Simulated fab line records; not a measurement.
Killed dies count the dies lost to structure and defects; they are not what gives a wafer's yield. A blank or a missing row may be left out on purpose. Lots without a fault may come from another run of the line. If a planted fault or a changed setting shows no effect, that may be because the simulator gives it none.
Matching of chambers :: flow n5Finfet :: N5_BEOL_M6_CURE_75 on uvCure-01: 3 sister chambers
The step cures SiCOH lowk, time 120 s. 6 wafers are shown with their chamber, then 12 later ones without.

== WAFERS, EACH WITH ITS CHAMBER ==
wafer: L083.2
chamber: 2
wafer_temp_C_max: 371.6
lampPowerPct (%): 52.33

wafer: L083.4
chamber: 2
wafer_temp_C_max: 371.1
lampPowerPct (%): 52.26

wafer: L086.2
chamber: 1
wafer_temp_C_max: 371.4
lampPowerPct (%): 52.29

wafer: L086.3
chamber: 1
wafer_temp_C_max: 370.8
lampPowerPct (%): 52.33

wafer: L087.5
chamber: 0
wafer_temp_C_max: 371.7
lampPowerPct (%): 52.28

wafer: L087.6
chamber: 0
wafer_temp_C_max: 371.8
lampPowerPct (%): 52.23

== WAFERS WHOSE CHAMBER IS MISSING ==
wafer: L090.1
wafer_temp_C_max: 371.4
lampPowerPct (%): 52.27

wafer: L090.3
wafer_temp_C_max: 371.5
lampPowerPct (%): 52.31

wafer: L090.4
wafer_temp_C_max: 371.1
lampPowerPct (%): 52.32

wafer: L089.2
wafer_temp_C_max: 371.3
lampPowerPct (%): 52.34

wafer: L089.3
wafer_temp_C_max: 371.3
lampPowerPct (%): 52.35

wafer: L089.4
wafer_temp_C_max: 371.6
lampPowerPct (%): 52.26

wafer: L092.2
wafer_temp_C_max: 371.2
lampPowerPct (%): 52.32

wafer: L092.5
wafer_temp_C_max: 371.4
lampPowerPct (%): 52.39

wafer: L092.6
wafer_temp_C_max: 371.2
lampPowerPct (%): 52.37

wafer: L093.1
wafer_temp_C_max: 371.5
lampPowerPct (%): 52.37

wafer: L093.2
wafer_temp_C_max: 371.4
lampPowerPct (%): 52.23

wafer: L093.3
wafer_temp_C_max: 371.7
lampPowerPct (%): 52.30

== THE CHAMBER EACH PASSED THROUGH ==
wafer: L090.1
from the rows above: can't be placed: 2 or 0 or 1
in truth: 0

wafer: L090.3
from the rows above: can't be placed: 2 or 1 or 0
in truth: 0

wafer: L090.4
from the rows above: can't be placed: 1 or 2
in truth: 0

wafer: L089.2
from the rows above: can't be placed: 1 or 2 or 0
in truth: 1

wafer: L089.3
from the rows above: can't be placed: 1 or 2 or 0
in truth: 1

wafer: L089.4
from the rows above: can't be placed: 0 or 2 or 1
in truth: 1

wafer: L092.2
from the rows above: can't be placed: 1 or 2 or 0
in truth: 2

wafer: L092.5
from the rows above: can't be placed: 1 or 2 or 0
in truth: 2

wafer: L092.6
from the rows above: can't be placed: 1 or 2 or 0
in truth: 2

wafer: L093.1
from the rows above: can't be placed: 1 or 2 or 0
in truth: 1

wafer: L093.2
from the rows above: can't be placed: 0 or 2 or 1
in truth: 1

wafer: L093.3
from the rows above: can't be placed: 2 or 0 or 1
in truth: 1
Correctly placed: 0 of 12. Unplaceable from these rows: 12, with the true chamber sitting among the candidates in 11. Placed wrongly: 0.
How it was worked out, from the rows above alone: a wafer's distance from a chamber is the root of the sum, over the readings, of the square of ((its reading less the chamber's mean) divided by the reading's scatter). The wafer belongs to the nearest chamber; if the next one is less than 2 further off, it can't be placed. Each chamber's mean is taken over the wafers shown for it. The scatter: the root of (the sum of the squares of (reading less its chamber's mean) over the shown wafers, divided by (wafers less chambers)).
